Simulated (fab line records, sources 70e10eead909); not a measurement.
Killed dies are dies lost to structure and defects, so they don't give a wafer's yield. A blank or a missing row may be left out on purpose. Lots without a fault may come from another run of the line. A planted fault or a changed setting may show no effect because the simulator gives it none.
fab line records | flow nand_harc
record lots=11 wafers=33 last_day=24
route steps=1159 shown A_STAIRCASE@688 END@1159
lots that met no fault: from a run of the same line without faults
start_h: hours from the record's first day to the start of the lot's first wafer shown | wait_h: hours since the lot's step before | " the same as in the row above | L1.1+2: a row that stands for several wafers | - no value, or no start given | * or withheld: withheld | < > ~ a bound
route shown NAME@n: a module of which the file shows steps, and the number in the route of the first | usual: mean/standard deviation of fault-free wafers | same: alike in all rows | chamber/n: place in a boat | sites: the reading at each site | _std_site: their standard deviation | _edge_site: outer sites' mean less inner sites' | radius_mm: how far each site lies from the wafer's centre | mask NAME#n: copy n | behind: the tool/chamber that last shaped the wafer | hold: why the lot was held/for how many hours/how that ended | device: the transistor (n, p or np) that didn't switch | end of line: the same wafers' tests at the end of the route | a step without rows: its recipe alone | killed: dies lost to structure and defects at the first sort, not the wafer's yield | map: a wafer's dies, x killed, . not, _ none there
set.NAME: the setting as run; set.NAME@STEP: as run at that earlier step | model.NAME: the simulator's own value behind a step, which no gauge read
steps of the route over a sample of lots; a table a step, a row a wafer
services: from which hour (start_h, from the record's first day; less than 0 if before it) a tool's chamber was out of use, for how many hours, and why
## steps
# step NHARC_A_STAIRCASE_ETCH_313
# recipe cf4_flow_sccm=100 chf3_flow_sccm=30 ar_flow_sccm=0 rf_w=500 bias_w=200 chemistry=CF4/CHF3
# usual drypump_motor_current_A=5.8/0.33 mfc_ar_sccm=0.002/0.0054 oes_product_au=0.946/0.021 rf_vpp_V=370.4/1.9 showerhead_plenum_p_Torr=1.57/0.051 throttle_valve_pct=16.803/0.0099
# columns lot.wafer tool chamber start_h wait_h drypump_motor_current_A mfc_ar_sccm oes_product_au rf_hours_counter_h rf_vpp_V showerhead_plenum_p_Torr throttle_valve_pct
L831.4 rie_diel-05 2 268.25 0.1 5.4 0 0.977 38 370.9 1.56 16.814
L831.6 " 2 " " 5.4 0 0.984 - 370.6 1.56 16.802
L831.5 " 3 " " 6.0 0 0.963 - 368.6 1.49 16.820
L832.3 rie_diel-05 2 270.19 0.1 5.4 0 0.931 39 370.1 1.56 16.813
L832.5 " 0 " " 6.1 0 0.936 - 370.8 1.58 16.805
L832.6 " 1 " " 6.0 0.017 0.933 - 372.6 1.63 16.787
L833.1 rie_diel-05 0 277.43 0.1 6.1 0 0.938 40 372.0 1.58 16.785
L833.4 " 2 " " 5.4 0 0.913 43 370.0 1.56 16.805
L833.6 " 1 " " 6.0 0.017 0.932 - 372.2 1.63 16.807
L834.3 rie_diel-05 2 279.49 0.1 5.4 0 0.935 43 369.8 1.55 16.814
L834.1 " 3 " " 5.9 0 0.936 41 368.1 1.49 16.799
L834.5 " 1 " " 6.0 0.017 0.934 - 370.6 1.63 16.815
L836.1 rie_diel-05 2 288.61 0.1 5.4 0 0.976 46 370.8 1.55 16.797
L836.2 " 3 " " 6.0 0 0.965 43 369.2 1.49 16.804
L836.6 " 3 " " 5.9 0 0.958 - 367.5 1.49 16.816
L837.1 rie_diel-11 3 294.05 0.1 5.9 0 0.923 34 371.3 1.61 16.796
L837.3 " 0 " " 5.3 0 0.932 33 370.4 1.57 16.804
L837.2 " 2 " " 6.1 0 0.926 34 375.8 1.68 16.795
L843.3 rie_diel-11 2 345.40 0.1 6.1 0 0.947 53 373.1 1.67 16.789
L843.2 " 0 " " 5.3 0 0.948 49 370.5 1.56 16.819
L843.1 " 1 " " 5.5 0.007 0.928 50 372.5 1.60 16.811
L844.5 rie_diel-05 3 350.56 0.1 5.9 0 0.963 - 367.1 1.49 16.801
L844.4 " 0 " " 6.1 0 0.968 - 371.1 1.58 16.797
L844.6 " 2 " " 5.4 0 0.966 - 369.0 1.55 16.801
L848.4 rie_diel-11 3 366.07 0.1 5.8 0 0.934 56 372.9 1.61 16.806
L848.2 " 0 " " 5.3 0 0.938 56 369.8 1.56 16.817
L848.6 " 3 " " 5.9 0 0.922 - 370.6 1.61 16.789
L849.3 rie_diel-05 3 372.06 0.3 6.0 0 0.946 12 366.5 1.48 16.809
L849.2 " 0 " " 6.1 0 0.957 6 370.1 1.58 16.785
L849.6 " 3 " " 5.9 0 0.930 - 365.7 1.48 16.801
L853.2 rie_diel-05 0 391.01 0.1 6.1 0 0.984 14 371.2 1.57 16.793
L853.3 " 2 " " 5.4 0 0.971 18 370.0 1.55 16.813
L853.5 " 3 " " 6.0 0 0.960 - 368.0 1.48 16.793
# step NHARC_A_STAIRCASE_ETCH_453
# recipe target_depth_a=300 overetch_a=30 time_s=16.5 ion_energy_ev=100 cf4_flow_sccm=80 o2_flow_sccm=20 ar_flow_sccm=0 rf_w=300 bias_w=100 chemistry=CF4/O2
# usual drypump_motor_current_A=5.8/0.32 mfc_ar_sccm=0.003/0.0058 oes_f_703_au=0.999/0.0045 oes_product_au=1.004/0.0084 rf_vpp_V=197.9/1.2 showerhead_plenum_p_Torr=1.33/0.043 throttle_valve_pct=13.397/0.0085
# columns lot.wafer tool chamber start_h wait_h drypump_motor_current_A mfc_ar_sccm oes_f_703_au oes_product_au rf_hours_counter_h rf_vpp_V showerhead_plenum_p_Torr throttle_valve_pct
L831.4 rie_diel-05 2 - - 5.4 0 1.001 1.000 39 197.7 1.32 13.385
L831.6 " 3 " " 5.9 0 0.998 0.997 - 197.1 1.26 13.389
L831.5 " 0 " " 6.1 0 1.006 1.003 - 196.9 1.35 13.408
L832.3 rie_diel-05 1 - - 6.0 0.017 0.996 1.013 41 198.0 1.39 13.416
L832.5 " 0 " " 6.1 0 0.996 1.010 - 198.3 1.34 13.402
L832.6 " 1 " " 6.0 0.017 0.996 1.005 - 199.4 1.39 13.410
L833.1 rie_diel-05 0 - - 6.1 0 0.995 1.005 40 199.1 1.34 13.393
L833.4 " 3 " " 5.9 0 1.003 1.011 40 195.2 1.26 13.400
L833.6 " 1 " " 6.0 0.017 0.998 0.996 - 198.7 1.38 13.406
L834.1 rie_diel-05 0 - - 6.1 0 1.005 1.024 40 199.4 1.34 13.401
L834.3 " 2 " " 5.4 0 1.004 1.003 43 197.9 1.32 13.399
L834.5 " 0 " " 6.1 0 0.999 1.011 - 198.7 1.34 13.408
L836.1 rie_diel-05 1 - - 6.0 0.017 0.997 1.007 47 199.1 1.38 13.404
L836.2 " 2 " " 5.4 0 0.988 1.011 46 198.1 1.32 13.392
L836.6 " 0 " " 6.1 0 1.001 1.018 - 198.5 1.34 13.399
L837.3 rie_diel-11 2 - - 6.1 0 0.995 1.003 34 199.5 1.43 13.393
L837.1 " 3 " " 5.9 0 0.989 1.010 34 197.5 1.37 13.403
L837.2 " 0 " " 5.3 0 0.994 1.010 33 197.9 1.33 13.406
L843.3 rie_diel-11 1 - - 5.6 0.007 1.002 0.987 51 199.7 1.36 13.388
L843.1 " 3 " " 5.9 0 0.998 1.000 50 198.5 1.36 13.397
L843.2 " 0 " " 5.3 0 1.000 1.017 49 197.2 1.33 13.406
L844.4 rie_diel-05 0 - - 6.1 0 1.004 1.009 - 198.4 1.34 13.378
L844.6 " 2 " " 5.5 0 0.999 1.002 - 197.7 1.31 13.392
L844.5 " 3 " " 5.9 0 1.001 0.995 - 196.8 1.26 13.397
L848.2 rie_diel-04 2 366.90 0.1 5.7 0 0.998 0.997 31 197.0 1.30 13.396
L848.4 " 1 " " 5.0 0 1.002 0.986 30 199.3 1.31 13.414
L848.6 " 3 " " 6.2 0 1.002 1.006 - 197.4 1.34 13.395
L849.2 rie_diel-05 0 - - 6.1 0 1.000 1.009 7 199.4 1.34 13.401
L849.3 " 2 " " 5.4 0 1.006 1.003 12 197.6 1.31 13.399
L849.6 " 3 " " 5.9 0 1.005 0.999 - 196.8 1.26 13.398
L853.3 rie_diel-05 1 - - 6.0 0.017 0.995 0.997 7 199.9 1.38 13.382
L853.2 " 3 " " 6.0 0 0.999 0.998 18 196.6 1.25 13.389
L853.5 " 1 " " 6.0 0.017 1.003 1.007 - 200.0 1.38 13.399
# step NHARC_A_STAIRCASE_DEP_325
# recipe target_thk_a=38000 temp_c=400 target_thk_nm=3800 teos_flow_sccm=200 rf_w=500 material=SiO2
# usual heater_power_w=711/130 mfc_precursor_sccm=200.0/0.58
# columns lot.wafer tool chamber start_h wait_h heater_power_w mfc_precursor_sccm
L831.4 pecvd-04 2 300.59 0.9 610 200.1
L831.6 " 0 " " 670 200.0
L831.5 " 1 " " 621 200.5
L832.3 pecvd-02 2 306.95 0.3 738 199.6
L832.5 " 1 " " 582 200.2
L832.6 " 2 " " 675 199.8
L833.1 pecvd-01 1 306.99 0.4 1041 200.2
L833.4 " 2 " " 620 198.8
L833.6 " 1 " " 885 200.1
L834.1 pecvd-01 1 310.40 0.2 1073 200.1
L834.3 " 2 " " 613 199.9
L834.5 " 1 " " 907 201.2
L836.2 pecvd-01 2 325.05 0.1 720 199.4
L836.1 " 1 " " 968 199.5
L836.6 " 2 " " 604 199.3
L837.1 pecvd-01 1 330.29 0.1 1056 200.9
L837.2 " 2 " " 663 199.4
L837.3 " 1 " " 885 200.4
L843.2 pecvd-01 1 378.94 0.1 1051 198.8
L843.1 " 2 " " 754 247.3
L843.3 " 1 " " 855 199.1
L844.5 pecvd-01 1 386.64 0.4 895 200.3
L844.4 " 2 " " 615 247.3
L844.6 " 0 " " 534 199.7
L848.2 pecvd-02 1 402.53 0.3 686 200.6
L848.4 " 2 " " 713 200.8
L848.6 " 2 " " 711 201.1
L849.3 pecvd-04 1 403.03 0.8 809 201.0
L849.2 " 2 " " 645 199.7
L849.6 " 2 " " 580 201.0
L853.3 pecvd-04 1 423.70 0.1 810 201.2
L853.2 " 0 " " 754 199.8
L853.5 " 1 " " 672 200.3
# step NHARC_A_STAIRCASE_DESCUM_443
# recipe time_s=3 o2_flow_sccm=200 ar_flow_sccm=0 bias_power_w=0 chemistry=O2
# usual drypump_motor_current_A=5.7/0.35 mfc_ar_sccm=0.003/0.0056 oes_product_au=1.004/0.0082 rf_vpp_V=57.7/0.87 showerhead_plenum_p_Torr=1.91/0.063 throttle_valve_pct=11.311/0.0081
# columns lot.wafer tool chamber start_h wait_h drypump_motor_current_A mfc_ar_sccm oes_product_au rf_hours_counter_h rf_vpp_V showerhead_plenum_p_Torr throttle_valve_pct
L831.4 rie_diel-05 3 310.33 - 5.9 0 1.002 - 59.6 1.80 11.308
L831.5 " 0 " " 6.1 0 1.010 - 57.7 1.92 11.310
L831.6 " 1 " " 6.0 0.017 1.017 - 59.2 1.98 11.312
L832.3 rie_diel-05 3 315.28 - 5.9 0 1.000 53 56.8 1.80 11.311
L832.6 " 1 " " 6.0 0.017 0.993 - 59.8 1.98 11.305
L832.5 " 2 " " 5.5 0 1.001 - 57.3 1.89 11.306
L833.1 rie_diel-04 1 315.60 - 5.0 0 0.993 4 57.0 1.89 11.324
L833.4 " 3 " " 6.2 0 0.998 5 57.7 1.93 11.315
L833.6 " 0 " " 5.9 0.013 1.013 - 58.3 1.96 11.309
L834.1 rie_diel-11 0 319.08 - 5.3 0 1.007 39 56.6 1.90 11.299
L834.3 " 2 " " 6.0 0 0.993 41 58.1 2.04 11.321
L834.5 " 0 " " 5.3 0 1.011 - 57.1 1.90 11.311
L836.2 rie_diel-04 1 333.63 - 5.0 0 0.984 12 58.4 1.89 11.306
L836.1 " 3 " " 6.2 0 1.005 11 55.6 1.93 11.317
L836.6 " 1 " " 5.0 0 0.995 - 58.4 1.89 11.312
L837.1 rie_diel-05 2 338.92 - 5.5 0 1.004 62 57.1 1.88 11.307
L837.2 " 3 " " 5.9 0 1.004 64 58.0 1.80 11.300
L837.3 " 0 " " 6.1 0 1.024 64 58.6 1.92 11.325
L843.1 rie_diel-05 2 388.70 - 5.5 0 0.996 17 58.1 1.88 11.305
L843.3 " 0 " " 6.1 0 0.995 12 57.2 1.91 11.306
L843.2 " 1 " " 6.0 0.017 0.998 5 57.8 1.98 11.300
L844.4 rie_diel-05 2 396.38 - 5.5 0 1.020 19 57.6 1.88 11.310
L844.6 " 0 " " 6.1 0 1.017 - 58.0 1.91 11.310
L844.5 " 1 " " 6.0 0.017 1.001 - 58.7 1.98 11.325
L849.2 rie_diel-05 2 411.13 - 5.5 0 1.007 24 56.7 1.88 11.303
L849.3 " 1 " " 6.0 0.017 0.999 13 58.0 1.98 11.320
L849.6 " 2 " " 5.4 0 1.005 - 57.2 1.88 11.311
L848.4 rie_diel-11 0 411.30 - 5.3 0 1.001 10 57.0 1.90 11.301
L848.2 " 3 " " 5.9 0 1.010 11 58.3 1.95 11.303
L848.6 " 1 " " 5.5 0.007 1.005 - 59.5 1.94 11.310
L853.2 rie_diel-05 2 431.69 - 5.4 0 1.015 33 58.2 1.87 11.316
L853.3 " 1 " " 6.0 0.017 1.008 22 56.7 1.98 11.295
L853.5 " 3 " " 5.9 0 0.993 - 56.9 1.79 11.315
# step NHARC_END_SORT_01
# recipe temp_c=25
# usual killed_at_array=25/9.8 killed_at_other=0.8/1.1 killed_at_periphery=3.3/2.1 killed_dies=29/10 killed_open=3.3/1.8 killed_short=1.9/1.4
# same gross_dies=677
# columns lot.wafer tool chamber start_h wait_h killed_at_array killed_at_other killed_at_periphery killed_dies killed_open killed_short
L833.1 prober-02 0 472.51 2.5 23 0 4 27 3 3
L833.4 prober-02 0 474.90 3.4 19 0 2 21 4 1
L833.6 prober-02 0 476.50 4.0 26 0 4 30 7 3
L836.1 prober-01 0 475.70 2.5 40 2 2 44 3 2
L836.2 prober-01 0 476.51 2.8 32 1 6 39 5 2
L836.6 prober-01 0 479.74 4.0 25 4 5 34 2 2
L834.1 prober-02 0 480.29 2.5 11 0 4 15 3 5
L834.3 prober-02 0 481.91 3.1 12 0 2 14 2 1
L834.5 prober-02 0 483.53 3.7 13 0 3 16 6 1
L843.1 prober-01 0 548.20 2.5 14 1 5 20 6 2
L843.2 prober-01 0 549.00 2.8 14 0 4 18 5 3
L843.3 prober-01 0 549.80 3.1 13 0 2 15 4 2
L848.2 prober-01 0 564.54 2.8 17 2 5 24 5 1
L848.4 prober-01 0 566.14 3.4 19 1 0 20 2 2
L848.6 prober-01 0 567.75 4.0 18 1 3 22 4 1
L853.2 prober-02 0 581.59 2.8 22 0 0 22 1 1
L853.3 prober-02 0 582.39 3.1 31 0 3 34 5 2
L853.5 prober-02 0 583.97 3.7 33 0 1 34 2 2
# killed by level:class
L833.1 A_CONTACT:chamber_film_flake=5 A_WL_FILL:chamber_film_flake=4 A_M1:chamber_film_flake=4 A_CHANNEL_HOLE_D1:chamber_film_flake=2 A_STAIRCASE:chamber_film_flake=2 P_CONTACT:geometric_particle:open=1 P_M0:geometric_particle:short=1 A_ONON_D1:geometric_particle:open=1
L833.4 A_SLIT:chamber_film_flake=6 A_CHANNEL_HOLE_D1:chamber_film_flake=4 A_CONTACT:chamber_film_flake=3 P_CONTACT:geometric_particle:open=1 A_ONON_D1:geometric_particle:open=1 A_CHANNEL_FILL_D1:geometric_particle:short=1 A_CONTACT:geometric_particle:open=1 A_M0:geometric_particle:open=1
L836.1 A_CHANNEL_HOLE_D1:chamber_film_flake=18 A_STAIRCASE:chamber_film_flake=6 A_CONTACT:chamber_film_flake=6 A_ZERO_WELL:chamber_film_flake=4 P_GATE:geometric_particle:open=1 A_ONON_D1:geometric_particle:short=1 A_CHANNEL_HOLE_D1:geometric_particle:open=1 A_WL_FILL:geometric_particle:short=1
L833.6 A_SLIT:chamber_film_flake=7 A_STAIRCASE:chamber_film_flake=4 P_M0:chamber_film_flake=3 A_ONON_D1:geometric_particle:open=2 A_M0:geometric_particle:open=2 A_M1:chamber_film_flake=2 A_ONON_D1:geometric_particle:short=1 A_CHANNEL_FILL_D1:geometric_particle:short=1
L836.2 A_CHANNEL_HOLE_D1:chamber_film_flake=11 A_CONTACT:chamber_film_flake=8 A_STAIRCASE:chamber_film_flake=5 A_SGD_CUT:chamber_film_flake=2 P_CONTACT:geometric_particle:open=1 P_M0:geometric_particle:open=1 A_CHANNEL_FILL_D1:geometric_particle:open=1 A_WL_FILL:geometric_particle:short=1
L836.6 A_CHANNEL_HOLE_D1:chamber_film_flake=9 P_ZERO_WELL:chamber_film_flake=4 A_STAIRCASE:chamber_film_flake=4 HYBRID_BOND:chamber_film_flake=3 A_CHANNEL_FILL_D1:chamber_film_flake=2 A_SGD_CUT:chamber_film_flake=2 A_SLIT:chamber_film_flake=2 A_CONTACT:chamber_film_flake=2
L834.1 A_CHANNEL_HOLE_D1:chamber_film_flake=4 P_ZERO_WELL:chamber_film_flake=2 P_GATE:geometric_particle:short=1 P_CONTACT:geometric_particle:open=1 A_ONON_D1:geometric_particle:short=1 A_ONON_D1:geometric_particle:open=1 A_CHANNEL_FILL_D1:geometric_particle:short=1 A_WL_FILL:geometric_particle:short=1
L834.3 A_CHANNEL_HOLE_D1:chamber_film_flake=3 A_CONTACT:chamber_film_flake=3 A_STAIRCASE:chamber_film_flake=2 P_CONTACT:geometric_particle:open=1 A_ONON_D1:geometric_particle:open=1 A_M0:geometric_particle:short=1 P_ZERO_WELL:chamber_film_flake=1 A_SLIT:chamber_film_flake=1
L834.5 A_CONTACT:geometric_particle:open=2 P_ZERO_WELL:chamber_film_flake=2 A_CHANNEL_HOLE_D1:chamber_film_flake=2 A_STAIRCASE:chamber_film_flake=2 P_CONTACT:geometric_particle:open=1 A_ONON_D1:geometric_particle:short=1 A_SGD_CUT:geometric_particle:open=1 A_WL_FILL:geometric_particle:open=1
L843.1 A_CHANNEL_HOLE_D1:chamber_film_flake=6 P_CONTACT:geometric_particle:open=3 A_CONTACT:geometric_particle:open=3 A_STAIRCASE:chamber_film_flake=2 A_SLIT:geometric_particle:short=1 A_M0:geometric_particle:short=1 P_STI:chamber_film_flake=1 P_M0:chamber_film_flake=1
L843.2 A_CHANNEL_HOLE_D1:chamber_film_flake=4 A_CONTACT:chamber_film_flake=4 P_CONTACT:geometric_particle:open=2 A_SGD_CUT:geometric_particle:open=1 P_CONTACT:geometric_particle:short=1 A_CHANNEL_FILL_D1:geometric_particle:short=1 A_CHANNEL_FILL_D1:geometric_particle:open=1 A_WL_FILL:geometric_particle:short=1
L843.3 A_CHANNEL_HOLE_D1:chamber_film_flake=5 A_STAIRCASE:chamber_film_flake=2 P_M1:geometric_particle:open=1 A_CHANNEL_FILL_D1:geometric_particle:open=1 A_SGD_CUT:geometric_particle:short=1 A_CONTACT:geometric_particle:short=1 A_BLC:geometric_particle:open=1 A_M0:geometric_particle:open=1
L848.2 A_CHANNEL_HOLE_D1:chamber_film_flake=4 A_CONTACT:chamber_film_flake=4 A_STAIRCASE:chamber_film_flake=3 A_CONTACT:geometric_particle:open=2 P_GATE:chamber_film_flake=2 THIN_TSV:chamber_film_flake=2 P_GATE:geometric_particle:open=1 P_M0:geometric_particle:open=1
L848.4 A_CHANNEL_HOLE_D1:chamber_film_flake=6 A_STAIRCASE:chamber_film_flake=5 A_CONTACT:chamber_film_flake=4 A_CHANNEL_FILL_D1:geometric_particle:short=1 A_CONTACT:geometric_particle:short=1 A_CONTACT:geometric_particle:open=1 A_BLC:geometric_particle:open=1 THIN_TSV:chamber_film_flake=1
L848.6 A_CONTACT:chamber_film_flake=7 A_STAIRCASE:chamber_film_flake=5 A_CHANNEL_HOLE_D1:chamber_film_flake=3 A_ONON_D1:geometric_particle:open=2 P_STI:geometric_particle:short=1 P_M0:geometric_particle:open=1 A_M0:geometric_particle:open=1 P_M1:chamber_film_flake=1
L853.2 A_SLIT:chamber_film_flake=8 A_STAIRCASE:chamber_film_flake=5 A_CHANNEL_HOLE_D1:chamber_film_flake=3 A_CONTACT:chamber_film_flake=2 A_BLC:chamber_film_flake=2 A_ONON_D1:geometric_particle:open=1 A_SGD_CUT:geometric_particle:short=1
L853.3 A_SLIT:chamber_film_flake=13 A_CHANNEL_HOLE_D1:chamber_film_flake=7 A_CONTACT:chamber_film_flake=3 A_CONTACT:geometric_particle:open=2 A_STAIRCASE:chamber_film_flake=2 P_M0:geometric_particle:short=1 P_M0:geometric_particle:open=1 A_ONON_D1:geometric_particle:open=1
L853.5 A_CONTACT:chamber_film_flake=12 A_CHANNEL_HOLE_D1:chamber_film_flake=7 A_SLIT:chamber_film_flake=7 A_WL_FILL:chamber_film_flake=2 P_CONTACT:geometric_particle:open=1 A_ONON_D1:geometric_particle:short=1 A_CONTACT:geometric_particle:short=1 A_BLC:geometric_particle:open=1
## services
# columns tool chamber start_h hours kind
rie_diel-05 0 246.26 - clean
rie_diel-05 1 246.26 - clean
rie_diel-05 2 246.26 - clean
rie_diel-05 3 246.26 - clean
pecvd-01 0 249.06 136.3 repair
rie_diel-04 1 253.92 2.7 repair
rie_diel-05 0 270.76 - clean
rie_diel-04 1 275.49 13.2 repair
rie_diel-04 2 286.14 9.2 repair
pecvd-04 1 286.35 13.8 repair
pecvd-04 - 288.78 0.7 repair
rie_diel-04 - 289.06 9.0 pm
pecvd-02 2 296.48 7.5 repair
rie_diel-11 1 304.97 3.8 repair
rie_diel-05 2 305.93 9.1 repair
rie_diel-11 - 310.36 0.3 repair
rie_diel-05 1 323.17 52.0 repair
pecvd-02 - 334.17 13.0 pm
rie_diel-05 - 341.01 9.0 pm
rie_diel-11 3 350.25 3.7 repair
pecvd-04 - 377.01 13.0 pm
pecvd-02 0 382.01 24.5 repair
rie_diel-11 2 399.95 2.8 repair
pecvd-01 - 418.14 13.0 pm
## key
first_sign step=NHARC_A_STAIRCASE_DEP_325 reading=mfc_precursor_sccm direction=up sigmas=82 usual=200.0 struck=247.3
effect none on later readings
met_at NHARC_A_STAIRCASE_DEP_325
struck_lots L843,L844
struck_wafers L843.1,L844.4
tester_left_out L843,L844
not_acting_at NHARC_A_STAIRCASE_ETCH_313,NHARC_A_STAIRCASE_ETCH_453,NHARC_A_STAIRCASE_DESCUM_443
onset_between 330.29 378.94
fault kind=process_parameter_drift tool=pecvd-01 chamber=2 onset_h=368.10 steps=NHARC_A_STAIRCASE_DEP_325 channel=teos_flow_sccm offset=* shape=step end_h=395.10 acts_in=* stated=*
# tester_left_out: of these lots the tester's yield and bins aren't shown, on N5 and GAA mostly nor the transistor test; their killed dies are dies lost to structure and defects alone, not to doping, threshold or leakage, so they don't give the yield
